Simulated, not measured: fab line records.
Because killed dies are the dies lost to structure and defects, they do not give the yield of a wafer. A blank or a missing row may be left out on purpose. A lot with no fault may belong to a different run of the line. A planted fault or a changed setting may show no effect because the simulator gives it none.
Which of the tools did it? || flow n5-finfet || 24 lots, 72 wafers sampled, at 5 steps of a route of 1938

## WHAT THE GAUGES READ, wafer by wafer
N5_BEOL_M11_OCD_MEAS_38.
{"lot": "L076", "measured": "day 10 17:23", "on": "ocd-01", "trench-depth-nm (nm)": "148 150 140"}
{"lot": "L075", "measured": "day 10 19:19", "on": "ocd-02", "trench-depth-nm (nm)": "144 144 144"}
{"lot": "L074", "measured": "day 10 22:17", "on": "ocd-01", "trench-depth-nm (nm)": "145 148 144"}
{"lot": "L077", "measured": "day 11 05:52", "on": "ocd-02", "trench-depth-nm (nm)": "145 145 144"}
{"lot": "L078", "measured": "day 11 16:17", "on": "ocd-01", "trench-depth-nm (nm)": "148 148 152"}
{"lot": "L080", "measured": "day 11 18:08", "on": "ocd-01", "trench-depth-nm (nm)": "157 144 141"}
{"lot": "L079", "measured": "day 11 19:34", "on": "ocd-01", "trench-depth-nm (nm)": "145 147 147"}
{"lot": "L081", "measured": "day 12 03:20", "on": "ocd-01", "trench-depth-nm (nm)": "149 154 151"}
{"lot": "L083", "measured": "day 13 00:11", "on": "ocd-01", "trench-depth-nm (nm)": "148 146 147"}
{"lot": "L084", "measured": "day 13 00:38", "on": "ocd-02", "trench-depth-nm (nm)": "146 148 147"}
{"lot": "L082", "measured": "day 13 00:41", "on": "ocd-01", "trench-depth-nm (nm)": "152 150 139"}
{"lot": "L085", "measured": "day 13 09:46", "on": "ocd-01", "trench-depth-nm (nm)": "149 147 151"}
{"lot": "L086", "measured": "day 14 06:46", "on": "ocd-02", "trench-depth-nm (nm)": "146 144 150"}
{"lot": "L087", "measured": "day 14 12:31", "on": "ocd-01", "trench-depth-nm (nm)": "148 148 151"}
{"lot": "L089", "measured": "day 15 07:00", "on": "ocd-01", "trench-depth-nm (nm)": "152 148 151"}
{"lot": "L088", "measured": "day 15 07:34", "on": "ocd-02", "trench-depth-nm (nm)": "146 147 146"}
{"lot": "L093", "measured": "day 15 15:43", "on": "ocd-02", "trench-depth-nm (nm)": "149 141 142"}
{"lot": "L090", "measured": "day 15 16:34", "on": "ocd-02", "trench-depth-nm (nm)": "152 151 151"}
{"lot": "L091", "measured": "day 15 17:19", "on": "ocd-02", "trench-depth-nm (nm)": "141 143 143"}
{"lot": "L092", "measured": "day 15 18:05", "on": "ocd-01", "trench-depth-nm (nm)": "149 151 148"}
{"lot": "L094", "measured": "day 16 03:02", "on": "ocd-01", "trench-depth-nm (nm)": "138 153 151"}
{"lot": "L095", "measured": "day 16 06:03", "on": "ocd-02", "trench-depth-nm (nm)": "147 152 154"}
{"lot": "L097", "measured": "day 16 21:51", "on": "ocd-02", "trench-depth-nm (nm)": "146 149 147"}
{"lot": "L096", "measured": "day 16 23:43", "on": "ocd-02", "trench-depth-nm (nm)": "147 143 150"}

N5_BEOL_M12_OCD_MEAS_35.
{"lot": "L076", "measured": "day 11 00:14", "on": "ocd-02", "trench-depth-nm (nm)": "314 327 316"}
{"lot": "L075", "measured": "day 11 02:32", "on": "ocd-01", "trench-depth-nm (nm)": "315 322 324"}
{"lot": "L074", "measured": "day 11 03:57", "on": "ocd-02", "trench-depth-nm (nm)": "308 314 317"}
{"lot": "L077", "measured": "day 11 10:20", "on": "ocd-01", "trench-depth-nm (nm)": "316 325 325"}
{"lot": "L078", "measured": "day 11 21:01", "on": "ocd-01", "trench-depth-nm (nm)": "310 310 319"}
{"lot": "L080", "measured": "day 11 22:33", "on": "ocd-01", "trench-depth-nm (nm)": "308 317 309"}
{"lot": "L079", "measured": "day 12 02:47", "on": "ocd-01", "trench-depth-nm (nm)": "316 306 310"}
{"lot": "L081", "measured": "day 12 13:49", "on": "ocd-02", "trench-depth-nm (nm)": "308 311 310"}
{"lot": "L083", "measured": "day 13 06:54", "on": "ocd-02", "trench-depth-nm (nm)": "312 317 308"}
{"lot": "L084", "measured": "day 13 08:06", "on": "ocd-02", "trench-depth-nm (nm)": "312 320 311"}
{"lot": "L082", "measured": "day 13 08:16", "on": "ocd-02", "trench-depth-nm (nm)": "317 310 311"}
{"lot": "L085", "measured": "day 13 16:04", "on": "ocd-01", "trench-depth-nm (nm)": "307 308 307"}
{"lot": "L086", "measured": "day 14 11:20", "on": "ocd-01", "trench-depth-nm (nm)": "306 332 318"}
{"lot": "L087", "measured": "day 14 17:42", "on": "ocd-02", "trench-depth-nm (nm)": "315 317 314"}
{"lot": "L089", "measured": "day 15 12:14", "on": "ocd-02", "trench-depth-nm (nm)": "330 330 320"}
{"lot": "L088", "measured": "day 15 12:54", "on": "ocd-02", "trench-depth-nm (nm)": "316 316 314"}
{"lot": "L093", "measured": "day 15 20:37", "on": "ocd-02", "trench-depth-nm (nm)": "318 331 330"}
{"lot": "L090", "measured": "day 15 21:20", "on": "ocd-01", "trench-depth-nm (nm)": "316 311 316"}
{"lot": "L091", "measured": "day 15 22:10", "on": "ocd-01", "trench-depth-nm (nm)": "313 313 316"}
{"lot": "L092", "measured": "day 15 23:17", "on": "ocd-01", "trench-depth-nm (nm)": "307 326 308"}
{"lot": "L094", "measured": "day 16 09:05", "on": "ocd-02", "trench-depth-nm (nm)": "323 321 320"}
{"lot": "L095", "measured": "day 16 11:55", "on": "ocd-01", "trench-depth-nm (nm)": "312 310 315"}
{"lot": "L097", "measured": "day 17 03:37", "on": "ocd-02", "trench-depth-nm (nm)": "312 319 315"}
{"lot": "L096", "measured": "day 17 04:43", "on": "ocd-02", "trench-depth-nm (nm)": "312 314 315"}

## WHICH TOOL RAN EACH LOT (tool, then ch and the chambers of the sampled wafers, then the start)
{"lot": "L076", "N5_BEOL_M11_SPUTTER_48": "pvd-sputter-01, day 10 20:59", "N5_BEOL_M11_ANNEAL_51": "rtp-anneal-02 ch 0, day 10 21:15", "N5_BEOL_M11_CMP_52": "cmp-02 ch 1,2,3, day 10 21:31"}
{"lot": "L075", "N5_BEOL_M11_SPUTTER_48": "pvd-sputter-02, day 10 23:16", "N5_BEOL_M11_ANNEAL_51": "rtp-anneal-02 ch 0, day 10 23:35", "N5_BEOL_M11_CMP_52": "cmp-04 ch 0,1, day 10 23:49"}
{"lot": "L074", "N5_BEOL_M11_SPUTTER_48": "pvd-sputter-01, day 11 00:22", "N5_BEOL_M11_ANNEAL_51": "rtp-anneal-01 ch 0, day 11 00:46", "N5_BEOL_M11_CMP_52": "cmp-04 ch 0,3, day 11 00:59"}
{"lot": "L077", "N5_BEOL_M11_SPUTTER_48": "pvd-sputter-02, day 11 07:05", "N5_BEOL_M11_ANNEAL_51": "rtp-anneal-01 ch 0, day 11 07:34", "N5_BEOL_M11_CMP_52": "cmp-02 ch 0,1,2, day 11 07:46"}
{"lot": "L078", "N5_BEOL_M11_SPUTTER_48": "pvd-sputter-03, day 11 17:37", "N5_BEOL_M11_ANNEAL_51": "rtp-anneal-02 ch 0, day 11 17:58", "N5_BEOL_M11_CMP_52": "cmp-03 ch 0,1,3, day 11 18:22"}
{"lot": "L080", "N5_BEOL_M11_SPUTTER_48": "pvd-sputter-03, day 11 19:24", "N5_BEOL_M11_ANNEAL_51": "rtp-anneal-01 ch 0, day 11 19:38", "N5_BEOL_M11_CMP_52": "cmp-03 ch 0,3, day 11 19:56"}
{"lot": "L079", "N5_BEOL_M11_SPUTTER_48": "pvd-sputter-03, day 11 23:31", "N5_BEOL_M11_ANNEAL_51": "rtp-anneal-01 ch 0, day 12 00:04", "N5_BEOL_M11_CMP_52": "cmp-04 ch 1,2,3, day 12 00:22"}
{"lot": "L081", "N5_BEOL_M11_SPUTTER_48": "pvd-sputter-02, day 12 06:56", "N5_BEOL_M11_ANNEAL_51": "rtp-anneal-01 ch 0, day 12 10:43", "N5_BEOL_M11_CMP_52": "cmp-04 ch 0,1,3, day 12 11:02"}
{"lot": "L083", "N5_BEOL_M11_SPUTTER_48": "pvd-sputter-01, day 13 01:59", "N5_BEOL_M11_ANNEAL_51": "rtp-anneal-01 ch 0, day 13 04:08", "N5_BEOL_M11_CMP_52": "cmp-04 ch 1,2, day 13 04:20"}
{"lot": "L084", "N5_BEOL_M11_SPUTTER_48": "pvd-sputter-01, day 13 02:14", "N5_BEOL_M11_ANNEAL_51": "rtp-anneal-01 ch 0, day 13 05:18", "N5_BEOL_M11_CMP_52": "cmp-04 ch 2,3, day 13 05:31"}
{"lot": "L082", "N5_BEOL_M11_SPUTTER_48": "pvd-sputter-01, day 13 02:19", "N5_BEOL_M11_ANNEAL_51": "rtp-anneal-01 ch 0, day 13 05:29", "N5_BEOL_M11_CMP_52": "cmp-03 ch 0,2,3, day 13 05:49"}
{"lot": "L085", "N5_BEOL_M11_SPUTTER_48": "pvd-sputter-02, day 13 12:46", "N5_BEOL_M11_ANNEAL_51": "rtp-anneal-01 ch 0, day 13 13:08", "N5_BEOL_M11_CMP_52": "cmp-03 ch 1,2, day 13 13:29"}
{"lot": "L086", "N5_BEOL_M11_SPUTTER_48": "pvd-sputter-02, day 14 08:00", "N5_BEOL_M11_ANNEAL_51": "rtp-anneal-01 ch 0, day 14 08:29", "N5_BEOL_M11_CMP_52": "cmp-04 ch 2,3, day 14 08:47"}
{"lot": "L087", "N5_BEOL_M11_SPUTTER_48": "pvd-sputter-03, day 14 14:21", "N5_BEOL_M11_ANNEAL_51": "rtp-anneal-01 ch 0, day 14 14:41", "N5_BEOL_M11_CMP_52": "cmp-03 ch 0,1, day 14 14:59"}
{"lot": "L089", "N5_BEOL_M11_SPUTTER_48": "pvd-sputter-01, day 15 08:51", "N5_BEOL_M11_ANNEAL_51": "rtp-anneal-01 ch 0, day 15 09:28", "N5_BEOL_M11_CMP_52": "cmp-02 ch 0,1, day 15 09:41"}
{"lot": "L088", "N5_BEOL_M11_SPUTTER_48": "pvd-sputter-03, day 15 09:36", "N5_BEOL_M11_ANNEAL_51": "rtp-anneal-01 ch 0, day 15 09:55", "N5_BEOL_M11_CMP_52": "cmp-04 ch 1,2,3, day 15 10:21"}
{"lot": "L093", "N5_BEOL_M11_SPUTTER_48": "pvd-sputter-02, day 15 17:15", "N5_BEOL_M11_ANNEAL_51": "rtp-anneal-01 ch 0, day 15 17:29", "N5_BEOL_M11_CMP_52": "cmp-03 ch 0,1, day 15 17:47"}
{"lot": "L090", "N5_BEOL_M11_SPUTTER_48": "pvd-sputter-03, day 15 18:02", "N5_BEOL_M11_ANNEAL_51": "rtp-anneal-01 ch 0, day 15 18:19", "N5_BEOL_M11_CMP_52": "cmp-02 ch 0,1,2, day 15 18:42"}
{"lot": "L091", "N5_BEOL_M11_SPUTTER_48": "pvd-sputter-03, day 15 18:48", "N5_BEOL_M11_ANNEAL_51": "rtp-anneal-01 ch 0, day 15 19:04", "N5_BEOL_M11_CMP_52": "cmp-03 ch 1,2,3, day 15 19:22"}
{"lot": "L092", "N5_BEOL_M11_SPUTTER_48": "pvd-sputter-02, day 15 19:20", "N5_BEOL_M11_ANNEAL_51": "rtp-anneal-01 ch 0, day 15 19:41", "N5_BEOL_M11_CMP_52": "cmp-02 ch 0,1, day 15 19:59"}
{"lot": "L094", "N5_BEOL_M11_SPUTTER_48": "pvd-sputter-01, day 16 05:56", "N5_BEOL_M11_ANNEAL_51": "rtp-anneal-01 ch 0, day 16 06:17", "N5_BEOL_M11_CMP_52": "cmp-02 ch 0,2, day 16 06:36"}
{"lot": "L095", "N5_BEOL_M11_SPUTTER_48": "pvd-sputter-03, day 16 07:43", "N5_BEOL_M11_ANNEAL_51": "rtp-anneal-01 ch 0, day 16 09:00", "N5_BEOL_M11_CMP_52": "cmp-04 ch 2,3, day 16 09:22"}
{"lot": "L097", "N5_BEOL_M11_SPUTTER_48": "pvd-sputter-01, day 17 00:23", "N5_BEOL_M11_ANNEAL_51": "rtp-anneal-02 ch 0, day 17 00:43", "N5_BEOL_M11_CMP_52": "cmp-02 ch 2,3, day 17 00:55"}
{"lot": "L096", "N5_BEOL_M11_SPUTTER_48": "pvd-sputter-02, day 17 01:22", "N5_BEOL_M11_ANNEAL_51": "rtp-anneal-02 ch 0, day 17 01:50", "N5_BEOL_M11_CMP_52": "cmp-03 ch 0,1,2, day 17 02:10"}
- N5_BEOL_M11_SPUTTER_48: material Cu, target thk 12 nm, time 2 s.
- N5_BEOL_M11_ANNEAL_51: time 90 s.
- N5_BEOL_M11_CMP_52: polishes, stops on SiCOH lowk, t overpolish 7 s, target thk 140 nm.

## WHAT THE TOOLS THEMSELVES READ (means of the sampled wafers that have a number; where no wafer has one, the mark that the record gives instead)
N5_BEOL_M11_SPUTTER_48.
{"lot": "L076", "tool": "pvd-sputter-01", "throttle-valve-pct (%)": 29.2}
{"lot": "L075", "tool": "pvd-sputter-02", "throttle-valve-pct (%)": 29.7}
{"lot": "L074", "tool": "pvd-sputter-01", "throttle-valve-pct (%)": 30.0}
{"lot": "L077", "tool": "pvd-sputter-02", "throttle-valve-pct (%)": 30.2}
{"lot": "L078", "tool": "pvd-sputter-03", "throttle-valve-pct (%)": 30.2}
{"lot": "L080", "tool": "pvd-sputter-03", "throttle-valve-pct (%)": 30.0}
{"lot": "L079", "tool": "pvd-sputter-03", "throttle-valve-pct (%)": 30.1}
{"lot": "L081", "tool": "pvd-sputter-02", "throttle-valve-pct (%)": 29.7}
{"lot": "L083", "tool": "pvd-sputter-01", "throttle-valve-pct (%)": 29.7}
{"lot": "L084", "tool": "pvd-sputter-01", "throttle-valve-pct (%)": 29.4}
{"lot": "L082", "tool": "pvd-sputter-01", "throttle-valve-pct (%)": 28.7}
{"lot": "L085", "tool": "pvd-sputter-02", "throttle-valve-pct (%)": 29.7}
{"lot": "L086", "tool": "pvd-sputter-02", "throttle-valve-pct (%)": 29.9}
{"lot": "L087", "tool": "pvd-sputter-03", "throttle-valve-pct (%)": 30.8}
{"lot": "L089", "tool": "pvd-sputter-01", "throttle-valve-pct (%)": 30.2}
{"lot": "L088", "tool": "pvd-sputter-03", "throttle-valve-pct (%)": 30.3}
{"lot": "L093", "tool": "pvd-sputter-02", "throttle-valve-pct (%)": 29.7}
{"lot": "L090", "tool": "pvd-sputter-03", "throttle-valve-pct (%)": 31.1}
{"lot": "L091", "tool": "pvd-sputter-03", "throttle-valve-pct (%)": 29.6}
{"lot": "L092", "tool": "pvd-sputter-02", "throttle-valve-pct (%)": 29.9}
{"lot": "L094", "tool": "pvd-sputter-01", "throttle-valve-pct (%)": 30.3}
{"lot": "L095", "tool": "pvd-sputter-03", "throttle-valve-pct (%)": 30.6}
{"lot": "L097", "tool": "pvd-sputter-01", "throttle-valve-pct (%)": 30.2}
{"lot": "L096", "tool": "pvd-sputter-02", "throttle-valve-pct (%)": 30.1}

N5_BEOL_M11_ANNEAL_51.
{"lot": "L076", "tool": "rtp-anneal-02", "wafer_temp_C_max": 226.43}
{"lot": "L075", "tool": "rtp-anneal-02", "wafer_temp_C_max": 226.35}
{"lot": "L074", "tool": "rtp-anneal-01", "wafer_temp_C_max": 225.98}
{"lot": "L077", "tool": "rtp-anneal-01", "wafer_temp_C_max": 226.15}
{"lot": "L078", "tool": "rtp-anneal-02", "wafer_temp_C_max": 225.97}
{"lot": "L080", "tool": "rtp-anneal-01", "wafer_temp_C_max": 226.20}
{"lot": "L079", "tool": "rtp-anneal-01", "wafer_temp_C_max": 226.62}
{"lot": "L081", "tool": "rtp-anneal-01", "wafer_temp_C_max": 226.44}
{"lot": "L083", "tool": "rtp-anneal-01", "wafer_temp_C_max": 226.42}
{"lot": "L084", "tool": "rtp-anneal-01", "wafer_temp_C_max": 226.52}
{"lot": "L082", "tool": "rtp-anneal-01", "wafer_temp_C_max": 226.02}
{"lot": "L085", "tool": "rtp-anneal-01", "wafer_temp_C_max": 226.21}
{"lot": "L086", "tool": "rtp-anneal-01", "wafer_temp_C_max": 226.38}
{"lot": "L087", "tool": "rtp-anneal-01", "wafer_temp_C_max": 225.95}
{"lot": "L089", "tool": "rtp-anneal-01", "wafer_temp_C_max": 226.39}
{"lot": "L088", "tool": "rtp-anneal-01", "wafer_temp_C_max": 226.28}
{"lot": "L093", "tool": "rtp-anneal-01", "wafer_temp_C_max": 226.26}
{"lot": "L090", "tool": "rtp-anneal-01", "wafer_temp_C_max": 226.53}
{"lot": "L091", "tool": "rtp-anneal-01", "wafer_temp_C_max": 226.33}
{"lot": "L092", "tool": "rtp-anneal-01", "wafer_temp_C_max": 226.63}
{"lot": "L094", "tool": "rtp-anneal-01", "wafer_temp_C_max": 226.38}
{"lot": "L095", "tool": "rtp-anneal-01", "wafer_temp_C_max": 226.58}
{"lot": "L097", "tool": "rtp-anneal-02", "wafer_temp_C_max": 226.43}
{"lot": "L096", "tool": "rtp-anneal-02", "wafer_temp_C_max": 226.37}

N5_BEOL_M11_CMP_52.
{"lot": "L076", "tool": "cmp-02", "barrier-field-endpoint-s (s)": 28.9, "head-pressure-psi (psi)": 0.9997, "motor-current-A (A)": 5.9, "overpolish-run-s (s)": 6.995, "slurry-flow-ml-min": 150.0, "time-to-endpoint-s (s)": 66}
{"lot": "L075", "tool": "cmp-04", "barrier-field-endpoint-s (s)": 29.6, "head-pressure-psi (psi)": 1.0010, "motor-current-A (A)": 5.9, "overpolish-run-s (s)": 7.000, "slurry-flow-ml-min": 150.1, "time-to-endpoint-s (s)": 69}
{"lot": "L074", "tool": "cmp-04", "barrier-field-endpoint-s (s)": 30.4, "head-pressure-psi (psi)": 1.0005, "motor-current-A (A)": 6.4, "overpolish-run-s (s)": 7.000, "slurry-flow-ml-min": 150.0, "time-to-endpoint-s (s)": 73}
{"lot": "L077", "tool": "cmp-02", "barrier-field-endpoint-s (s)": 28.5, "head-pressure-psi (psi)": 1.0017, "motor-current-A (A)": 6.3, "overpolish-run-s (s)": 6.994, "slurry-flow-ml-min": 149.7, "time-to-endpoint-s (s)": 64}
{"lot": "L078", "tool": "cmp-03", "barrier-field-endpoint-s (s)": 28.6, "head-pressure-psi (psi)": 1.0017, "motor-current-A (A)": 5.9, "overpolish-run-s (s)": 7.002, "slurry-flow-ml-min": 150.0, "time-to-endpoint-s (s)": 68}
{"lot": "L080", "tool": "cmp-03", "barrier-field-endpoint-s (s)": 28.7, "head-pressure-psi (psi)": 0.9983, "motor-current-A (A)": 5.6, "overpolish-run-s (s)": 7.005, "slurry-flow-ml-min": 150.3, "time-to-endpoint-s (s)": 70}
{"lot": "L079", "tool": "cmp-04", "barrier-field-endpoint-s (s)": 29.0, "head-pressure-psi (psi)": 1.0018, "motor-current-A (A)": 6.5, "overpolish-run-s (s)": 7.005, "slurry-flow-ml-min": 150.2, "time-to-endpoint-s (s)": 66}
{"lot": "L081", "tool": "cmp-04", "barrier-field-endpoint-s (s)": 29.1, "head-pressure-psi (psi)": 1.0009, "motor-current-A (A)": 6.2, "overpolish-run-s (s)": 6.999, "slurry-flow-ml-min": 149.8, "time-to-endpoint-s (s)": 67}
{"lot": "L083", "tool": "cmp-04", "barrier-field-endpoint-s (s)": 28.6, "head-pressure-psi (psi)": 0.9993, "motor-current-A (A)": 5.7, "overpolish-run-s (s)": 6.994, "slurry-flow-ml-min": 149.6, "time-to-endpoint-s (s)": 68}
{"lot": "L084", "tool": "cmp-04", "barrier-field-endpoint-s (s)": 29.4, "head-pressure-psi (psi)": 1.0003, "motor-current-A (A)": 7.2, "overpolish-run-s (s)": 7.004, "slurry-flow-ml-min": 150.2, "time-to-endpoint-s (s)": 68}
{"lot": "L082", "tool": "cmp-03", "barrier-field-endpoint-s (s)": 29.5, "head-pressure-psi (psi)": 0.9993, "motor-current-A (A)": 5.6, "overpolish-run-s (s)": 6.991, "slurry-flow-ml-min": 149.8, "time-to-endpoint-s (s)": 68}
{"lot": "L085", "tool": "cmp-03", "barrier-field-endpoint-s (s)": 28.8, "head-pressure-psi (psi)": 0.9996, "motor-current-A (A)": 6.1, "overpolish-run-s (s)": 6.999, "slurry-flow-ml-min": 149.7, "time-to-endpoint-s (s)": 67}
{"lot": "L086", "tool": "cmp-04", "barrier-field-endpoint-s (s)": 28.7, "head-pressure-psi (psi)": 1.0027, "motor-current-A (A)": 7.4, "overpolish-run-s (s)": 6.995, "slurry-flow-ml-min": 149.9, "time-to-endpoint-s (s)": 69}
{"lot": "L087", "tool": "cmp-03", "barrier-field-endpoint-s (s)": 28.2, "head-pressure-psi (psi)": 0.9996, "motor-current-A (A)": 5.7, "overpolish-run-s (s)": 6.996, "slurry-flow-ml-min": 150.2, "time-to-endpoint-s (s)": 66}
{"lot": "L089", "tool": "cmp-02", "barrier-field-endpoint-s (s)": 28.3, "head-pressure-psi (psi)": 0.9965, "motor-current-A (A)": 7.1, "overpolish-run-s (s)": 7.000, "slurry-flow-ml-min": 150.4, "time-to-endpoint-s (s)": 61}
{"lot": "L088", "tool": "cmp-04", "barrier-field-endpoint-s (s)": 29.6, "head-pressure-psi (psi)": 0.9993, "motor-current-A (A)": 6.5, "overpolish-run-s (s)": 7.007, "slurry-flow-ml-min": 150.2, "time-to-endpoint-s (s)": 73}
{"lot": "L093", "tool": "cmp-03", "barrier-field-endpoint-s (s)": 28.6, "head-pressure-psi (psi)": 0.9988, "motor-current-A (A)": 6.1, "overpolish-run-s (s)": 7.002, "slurry-flow-ml-min": 150.1, "time-to-endpoint-s (s)": 63}
{"lot": "L090", "tool": "cmp-02", "barrier-field-endpoint-s (s)": 28.4, "head-pressure-psi (psi)": 0.9994, "motor-current-A (A)": 6.3, "overpolish-run-s (s)": 7.004, "slurry-flow-ml-min": 150.4, "time-to-endpoint-s (s)": 67}
{"lot": "L091", "tool": "cmp-03", "barrier-field-endpoint-s (s)": 28.3, "head-pressure-psi (psi)": 0.9993, "motor-current-A (A)": 5.9, "overpolish-run-s (s)": 7.006, "slurry-flow-ml-min": 150.2, "time-to-endpoint-s (s)": 66}
{"lot": "L092", "tool": "cmp-02", "barrier-field-endpoint-s (s)": 28.0, "head-pressure-psi (psi)": 0.9989, "motor-current-A (A)": 7.2, "overpolish-run-s (s)": 6.993, "slurry-flow-ml-min": 149.9, "time-to-endpoint-s (s)": 59}
{"lot": "L094", "tool": "cmp-02", "barrier-field-endpoint-s (s)": 29.3, "head-pressure-psi (psi)": 0.9973, "motor-current-A (A)": 6.0, "overpolish-run-s (s)": 6.993, "slurry-flow-ml-min": 150.4, "time-to-endpoint-s (s)": 66}
{"lot": "L095", "tool": "cmp-04", "barrier-field-endpoint-s (s)": 28.7, "head-pressure-psi (psi)": 0.9990, "motor-current-A (A)": 7.3, "overpolish-run-s (s)": 7.001, "slurry-flow-ml-min": 149.6, "time-to-endpoint-s (s)": 67}
{"lot": "L097", "tool": "cmp-02", "barrier-field-endpoint-s (s)": 29.5, "head-pressure-psi (psi)": 0.9983, "motor-current-A (A)": 5.8, "overpolish-run-s (s)": 6.997, "slurry-flow-ml-min": 149.7, "time-to-endpoint-s (s)": 70}
{"lot": "L096", "tool": "cmp-03", "barrier-field-endpoint-s (s)": 28.0, "head-pressure-psi (psi)": 1.0006, "motor-current-A (A)": 5.6, "overpolish-run-s (s)": 7.005, "slurry-flow-ml-min": 149.8, "time-to-endpoint-s (s)": 64}

## THE ANSWER, worked out from the rows above alone
Rule: the lots themselves supply what counts as usual. Put in order of their means at a reading, lots are off if they are a third of the lots or fewer, leave a main group of 4 or more, and stand apart from it by a gap of 3 or more times the standard deviation of the main group's means; of several such gaps the widest counts. A main group is skipped when, at the precision printed for the reading in the tables above, its means are all equal. Also off: a lot with no number at a reading for which 4 or more lots have one. The other lots that the step has rows for count as sound. Order of review: gauges by route order, followed by the tools' own readings, for which a lot's mean as printed above is used. The first step at which some lot is off is used, and at that step the reading that is off furthest; a lot without a number counts as furthest.
Across all readings shown, no lot is off: no conclusion can be drawn from this.

## WHAT THE SIMULATOR HAD INSERTED
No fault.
